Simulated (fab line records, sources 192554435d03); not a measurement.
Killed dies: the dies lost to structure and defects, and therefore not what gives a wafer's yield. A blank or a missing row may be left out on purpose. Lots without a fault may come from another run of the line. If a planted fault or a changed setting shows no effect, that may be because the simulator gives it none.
The tool behind it: which one? + flow n5-finfet + 8 lots, 24 wafers sampled, at 5 steps of a route of 1938

== WHAT EACH GAUGE READ, for each wafer ==
N5_BEOL_M3_OCD_MEAS_38.
| lot  | measured     | on     | trench-depth-nm (nm) |
|------|--------------|--------|----------------------|
| L116 | day 7 11:11  | ocd-02 | 54.6 52.9 55.7       |
| L119 | day 7 23:45  | ocd-02 | 55.5 55.1 55.7       |
| L120 | day 8 07:51  | ocd-02 | 53.5 53.2 53.1       |
| L122 | day 9 13:29  | ocd-02 | 54.8 55.5 55.0       |
| L129 | day 12 10:09 | ocd-02 | 61.9 61.4 58.7       |
| L132 | day 12 14:39 | ocd-02 | 59.6 60.8 58.0       |
| L137 | day 12 19:55 | ocd-02 | 55.2 55.4 54.8       |
| L138 | day 13 19:48 | ocd-02 | 54.6 52.8 54.9       |

== TOOL THAT RAN EACH LOT (tool first, then ch and the chambers of the sampled wafers, then the start) ==
| lot  | N5_BEOL_M3_ALD_98                 | N5_BEOL_M3_VIA_ETCH_34             | N5_BEOL_M3_TRENCH_ETCH_37          | N5_BEOL_M3_STRIP_97                           |
|------|-----------------------------------|------------------------------------|------------------------------------|-----------------------------------------------|
| L116 | ald-sin-01 ch 0,1, day 7 07:45    | rie-diel-01 ch 0,2,3, day 7 10:55  | rie-diel-01 ch 0,2,3, day 7 11:01  | rie-diel-01 ch 0,2,3, day 7 11:11 or earlier  |
| L119 | ald-sin-03 ch 0,1,3, day 7 22:58  | rie-diel-04 ch 1,2, day 7 23:30    | rie-diel-04 ch 1,2, day 7 23:36    | rie-diel-04 ch 1,2, day 7 23:45 or earlier    |
| L120 | ald-sin-02 ch 1,2,3, day 8 04:31  | rie-diel-01 ch 1,2,3, day 8 07:35  | rie-diel-01 ch 1,2,3, day 8 07:41  | rie-diel-01 ch 1,2,3, day 8 07:51 or earlier  |
| L122 | ald-sin-03 ch 0,1,2, day 9 06:26  | rie-diel-03 ch 1,2, day 9 13:14    | rie-diel-03 ch 1,2, day 9 13:20    | rie-diel-03 ch 1,2, day 9 13:29 or earlier    |
| L129 | ald-sin-03 ch 1,2, day 12 04:33   | rie-diel-01 ch 0,1, day 12 09:53   | rie-diel-01 ch 0,1, day 12 09:59   | rie-diel-01 ch 0,1, day 12 10:09 or earlier   |
| L132 | ald-sin-03 ch 0,2,3, day 12 11:14 | rie-diel-01 ch 0,1,3, day 12 14:24 | rie-diel-01 ch 0,1,3, day 12 14:30 | rie-diel-01 ch 0,1,3, day 12 14:39 or earlier |
| L137 | ald-sin-01 ch 0,1,2, day 12 17:29 | rie-diel-04 ch 1,3, day 12 19:40   | rie-diel-04 ch 1,3, day 12 19:46   | rie-diel-04 ch 1,3, day 12 19:55 or earlier   |
| L138 | ald-sin-02 ch 0,3, day 13 13:14   | rie-diel-03 ch 0,1,2, day 13 19:32 | rie-diel-03 ch 0,1,2, day 13 19:38 | rie-diel-03 ch 0,1,2, day 13 19:48 or earlier |
- N5_BEOL_M3_ALD_98: deposits SiO2, target thk 2.5 nm, pulse time 1 s, co reactant pulse time 1 s.
- N5_BEOL_M3_VIA_ETCH_34: etches the open film in C4F6/O2, target depth 69.4 nm, time 65.9 s.
- N5_BEOL_M3_TRENCH_ETCH_37: etches SiOC in C4F6/O2, target depth 55.555 nm, time 29.2 s.
- N5_BEOL_M3_STRIP_97: strips in N2/H2, time 10 s.

== THE ANSWER, worked out from the rows above alone ==
Rule: the lots themselves supply what counts as usual. Put in order of their means at a reading, lots are off if they are a third of the lots or fewer, leave a main group of 4 or more, and stand apart from it by a gap of 3 or more times the standard deviation of the main group's means; of several such gaps the widest counts. The tables above print the reading to a certain number of digits; a main group whose means all agree to those digits is not used. Also off: a lot with no number at a reading for which 4 or more lots have one. Any other lot the step has rows for is counted as sound.
Off: L129, L132, at N5_BEOL_M3_OCD_MEAS_38 (trench-depth-nm). Mean 54.6 nm and standard deviation 0.74 in the main group.
If a tool, at a process step before that reading, ran all the lots that are off and no sound lot after the first of them, it fits. The gauges at N5_BEOL_M3_OCD_MEAS_38 are tried like those tools. Because N5_BEOL_M3_STRIP_97 lacks a start for some lots, the hours and order of its lots are taken from N5_BEOL_M3_OCD_MEAS_38. Undecided on this evidence; 2 tools fit (ald-sin-03 at N5_BEOL_M3_ALD_98, rie-diel-01 at N5_BEOL_M3_VIA_ETCH_34 and N5_BEOL_M3_TRENCH_ETCH_37 and N5_BEOL_M3_STRIP_97).

== WHAT THE SIMULATOR PUT IN ==
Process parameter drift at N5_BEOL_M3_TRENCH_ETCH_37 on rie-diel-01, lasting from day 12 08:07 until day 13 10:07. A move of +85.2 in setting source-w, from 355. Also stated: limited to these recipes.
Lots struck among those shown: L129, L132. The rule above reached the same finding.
